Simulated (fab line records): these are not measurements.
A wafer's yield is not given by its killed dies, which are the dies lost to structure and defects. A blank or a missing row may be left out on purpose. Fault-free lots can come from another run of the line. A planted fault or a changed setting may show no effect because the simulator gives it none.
fab line records + flow nand-harc
[record]
- lots = 6
- wafers = 18
- last-day = 34
route steps=1302 shown P_START@1 P_ZERO_WELL@2 END@1302
lots that met no fault: taken from a fault-free run of the same line
start-h: start of the lot's first displayed wafer, in hours after the record's first day + wait-h: how many hours have passed since the lot's step before this one + " the same as in the row above + L1.1+2: a row that stands for several wafers + - no value present, or no start provided + * or withheld: withheld + < > ~ a bound
route shown NAME@n: NAME is a module with steps in the file, n the number in the route of the first one + usual: mean/standard deviation taken from wafers without a fault + same: alike in all rows + chamber/n: place in a boat + sites: per-site readings + _std_site: the standard deviation of these + _edge_site: inner sites' mean taken away from outer sites' mean + radius-mm: for every site, how far away it sits from the centre of the wafer + mask NAME#n: copy n + behind: tool/chamber where the wafer was last shaped + hold: what put the lot on hold/how long, in hours/how the hold closed + device: the transistor (n, p or np) that didn't switch + end of line: the same wafers' tests at the end of the route + step lacking rows: just its recipe + killed: not the wafer's yield, but the dies lost to structure and defects at the first sort + map: a wafer's dies, x killed, . not, _ none there
set.NAME: the setting as run; set.NAME@STEP: as run at that earlier step + model.NAME: the simulator's own value behind a step, which no gauge read
lots at some steps of the route; a table a step, a row a wafer
services: from which hour (start-h, from the record's first day; less than 0 if before it) a tool's chamber was out of use, for how many hours, and why
[[steps]]
[step NHARC_P_START_INSPECT_01]
[usual]
- raw-defect-count = 3.5/1.7
| lot.wafer | tool              | chamber | start-h | wait-h | raw-defect-count |
|-----------|-------------------|---------|---------|--------|------------------|
| L420.1    | defect-inspect-01 | -       | 50.04   | -      | 6                |
| L420.4    | "                 | -       | "       | "      | 2                |
| L420.6    | "                 | -       | "       | "      | 6                |
| L421.2    | defect-inspect-02 | -       | 60.04   | -      | 2                |
| L421.3    | "                 | -       | "       | "      | 0                |
| L421.6    | "                 | -       | "       | "      | 7                |
| L423.1    | defect-inspect-02 | -       | 80.03   | -      | 6                |
| L423.2    | "                 | -       | "       | "      | 6                |
| L423.4    | "                 | -       | "       | "      | 2                |
| L424.1    | defect-inspect-01 | -       | 90.04   | -      | 2                |
| L424.4    | "                 | -       | "       | "      | 5                |
| L424.6    | "                 | -       | "       | "      | 3                |
| L425.2    | defect-inspect-01 | -       | 100.04  | -      | 6                |
| L425.3    | "                 | -       | "       | "      | 5                |
| L425.5    | "                 | -       | "       | "      | 3                |
| L439.1    | defect-inspect-02 | -       | 240.04  | -      | 2                |
| L439.2    | "                 | -       | "       | "      | 4                |
| L439.6    | "                 | -       | "       | "      | 3                |
[step NHARC_P_ZERO_WELL_PRECLEAN_00]
[recipe]
- time-s = 600
- temp-c = 120
- chemistry = SPM
[step NHARC_P_ZERO_WELL_SRD_01]
[step NHARC_P_ZERO_WELL_PECVD_02]
[recipe]
- target-thk-a = 100
- temp-c = 400
- pressure-torr = 6.5
- rf-w = withheld
- teos-flow-sccm = withheld
- flow-sccm = 2650
- target-thk-nm = 10
- gas = O2
- material = SiO2
[step NHARC_P_ZERO_WELL_DEHYDRATE_03]
[recipe]
- temp-c = 150
- time-s = 120
[step NHARC_P_ZERO_WELL_HMDS_04]
[recipe]
- time-s = 30
[step NHARC_P_ZERO_WELL_COAT_64]
[recipe]
- temp-c = 200
- time-s = 65
[step NHARC_P_ZERO_WELL_COAT_05]
[recipe]
- spin-rpm = 2000
- resist-thk-nm = 600
[step NHARC_P_ZERO_WELL_SOFTBAKE_06]
[recipe]
- temp-c = 125
- time-s = 70
[usual]
- heater-power-total-W = 201.0/1.3
| lot.wafer | tool           | chamber | start-h | wait-h | heater-power-total-W |
|-----------|----------------|---------|---------|--------|----------------------|
| L420.1    | litho-track-03 | 0       | 50      | -      | 202.2                |
| L420.4    | "              | 0       | "       | "      | 201.0                |
| L420.6    | "              | 0       | "       | "      | 200.4                |
| L421.2    | litho-track-02 | 0       | 60      | -      | 202.5                |
| L421.3    | "              | 0       | "       | "      | 200.6                |
| L421.6    | "              | 0       | "       | "      | 200.8                |
| L423.1    | litho-track-02 | 0       | 80      | -      | 211.8                |
| L423.2    | "              | 0       | "       | "      | 209.8                |
| L423.4    | "              | 0       | "       | "      | 209.6                |
| L424.1    | litho-track-03 | 0       | 91      | -      | 202.6                |
| L424.4    | "              | 0       | "       | "      | 202.4                |
| L424.6    | "              | 0       | "       | "      | 201.1                |
| L425.2    | litho-track-02 | 0       | 100     | -      | 208.6                |
| L425.3    | "              | 0       | 101     | -      | 207.7                |
| L425.5    | "              | 0       | "       | "      | 207.6                |
| L439.1    | litho-track-02 | 0       | 240     | -      | 199.6                |
| L439.2    | "              | 0       | "       | "      | 200.9                |
| L439.6    | "              | 0       | "       | "      | 201.8                |
[step NHARC_P_ZERO_WELL_EBR_07]
[step NHARC_P_ZERO_WELL_EXPOSE_08]
[recipe]
- na = 0.55
- target-cd-nm = 500
- dose-mj = 33.8
- mask-id = P_ZERO
[step NHARC_P_ZERO_WELL_PEB_09]
[recipe]
- peb-temp-c = 128
- peb-time-s = 80
[step NHARC_P_ZERO_WELL_DEVELOP_10]
[recipe]
- time-s = 50
- dev-temp-c = 22
[step NHARC_P_ZERO_WELL_CD_MEAS_11]
[recipe]
- target-cd-nm = 500
- landing-energy-ev = 500
[usual]
- cd-nm = 500.8/2.1
| lot.wafer | tool      | chamber | start-h | wait-h | cd-nm |
|-----------|-----------|---------|---------|--------|-------|
| L420.1    | cd-sem-01 | 0       | 51.30   | -      | 502.3 |
| L420.4    | "         | 0       | "       | "      | 499.6 |
| L420.6    | "         | 0       | "       | "      | 502.2 |
| L421.2    | cd-sem-03 | 0       | 61.12   | -      | 501.2 |
| L421.3    | "         | 0       | "       | "      | 500.1 |
| L421.6    | "         | 0       | "       | "      | 503.1 |
| L423.1    | cd-sem-03 | 0       | 81.20   | -      | 508.8 |
| L423.2    | "         | 0       | "       | "      | 513.4 |
| L423.4    | "         | 0       | "       | "      | 513.4 |
| L424.1    | cd-sem-01 | 0       | 91.43   | -      | 500.3 |
| L424.4    | "         | 0       | "       | "      | 501.9 |
| L424.6    | "         | 0       | "       | "      | 498.4 |
| L425.2    | cd-sem-01 | 0       | 101.31  | -      | 509.6 |
| L425.3    | "         | 0       | "       | "      | 512.3 |
| L425.5    | "         | 0       | "       | "      | 507.9 |
| L439.1    | cd-sem-02 | 0       | 241.12  | -      | 502.5 |
| L439.2    | "         | 0       | "       | "      | 502.5 |
| L439.6    | "         | 0       | "       | "      | 500.3 |
[step NHARC_P_ZERO_WELL_HARDBAKE_12]
[recipe]
- temp-c = 118
- time-s = 65
[step NHARC_END_SORT_01]
[recipe]
- temp-c = 25
[usual]
- killed-at-array = 51/18
- killed-at-other = 1.0/1.2
- killed-at-periphery = 3.7/2.9
- killed-dies = 55/19
- killed-open = 3.5/1.9
- killed-short = 2.6/1.6
[same]
- gross-dies = 677
| lot.wafer | tool      | chamber | start-h | wait-h | killed-at-array | killed-at-other | killed-at-periphery | killed-dies | killed-open | killed-short |
|-----------|-----------|---------|---------|--------|-----------------|-----------------|---------------------|-------------|-------------|--------------|
| L420.1    | prober-02 | 0       | 585.42  | 2.5    | 66              | 0               | 4                   | 70          | 6           | 2            |
| L420.4    | prober-02 | 0       | 587.82  | 3.4    | 53              | 0               | 3                   | 56          | 2           | 3            |
| L420.6    | prober-02 | 0       | 589.42  | 4.0    | 63              | 0               | 1                   | 64          | 1           | 4            |
// killed by level:class
L420.1 A_CHANNEL_HOLE_D1:chamber-film-flake=26 A_SLIT:chamber-film-flake=21 A_CONTACT:chamber-film-flake=8 A_CHANNEL_HOLE_D2:chamber-film-flake=6 P_M0:geometric-particle:open=1 P_M0:geometric-particle:short=1 P_M2:geometric-particle:open=1 A_CHANNEL_FILL_D1:geometric-particle:open=1
L420.4 A_CHANNEL_HOLE_D1:chamber-film-flake=33 A_SLIT:chamber-film-flake=11 A_M0:geometric-particle:short=2 A_CHANNEL_FILL_D2:chamber-film-flake=2 A_STAIRCASE:chamber-film-flake=2 P_GATE:geometric-particle:open=1 P_CONTACT:geometric-particle:open=1 A_ONON_D2:geometric-particle:short=1
L420.6 A_CHANNEL_HOLE_D1:chamber-film-flake=29 A_SLIT:chamber-film-flake=20 A_CONTACT:chamber-film-flake=5 A_DECK1_JOINT:chamber-film-flake=3 A_CHANNEL_HOLE_D2:chamber-film-flake=2 P_GATE:geometric-particle:short=1 A_CHANNEL_FILL_D2:geometric-particle:short=1 A_STAIRCASE:geometric-particle:short=1
[[services]]
| tool           | chamber | start-h | hours | kind                      |
|----------------|---------|---------|-------|---------------------------|
| litho-track-02 | -       | 52.00   | 7.0   | pm                        |
| litho-track-03 | -       | 62.72   | -     | consumable-replace:filter |
| litho-track-03 | -       | 100.00  | 7.0   | pm                        |
| litho-track-02 | -       | 227.00  | 7.0   | pm                        |
[[key]]
[first-sign]
- step = NHARC_P_ZERO_WELL_SOFTBAKE_06
- reading = heater-power-total-W
- direction = up
- sigmas = 6.3
- usual = *
- struck = *
[effect]
- step = NHARC_P_ZERO_WELL_CD_MEAS_11
- reading = cd-nm
- direction = up
- sigmas = 4.7
- usual = 500.8
- struck = 510.9
met-at NHARC_P_ZERO_WELL_SOFTBAKE_06
struck-wafers L423.1,L423.2,L423.4,L425.2,L425.3,L425.5
tester-left-out L423,L425
onset-between 60 80
[fault]
- kind = process-parameter-drift
- tool = litho-track-02
- chamber = -
- onset-h = 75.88
- steps = NHARC_P_ZERO_WELL_SOFTBAKE_06
- channel = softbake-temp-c
- offset = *
- shape = step
- end-h = 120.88
- acts-in = *
- stated = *
// tester-left-out: of these lots the tester's yield and bins aren't shown, on N5 and GAA mostly nor the transistor test; their killed dies are dies lost to structure and defects alone, not to doping, threshold or leakage, so they don't give the yield
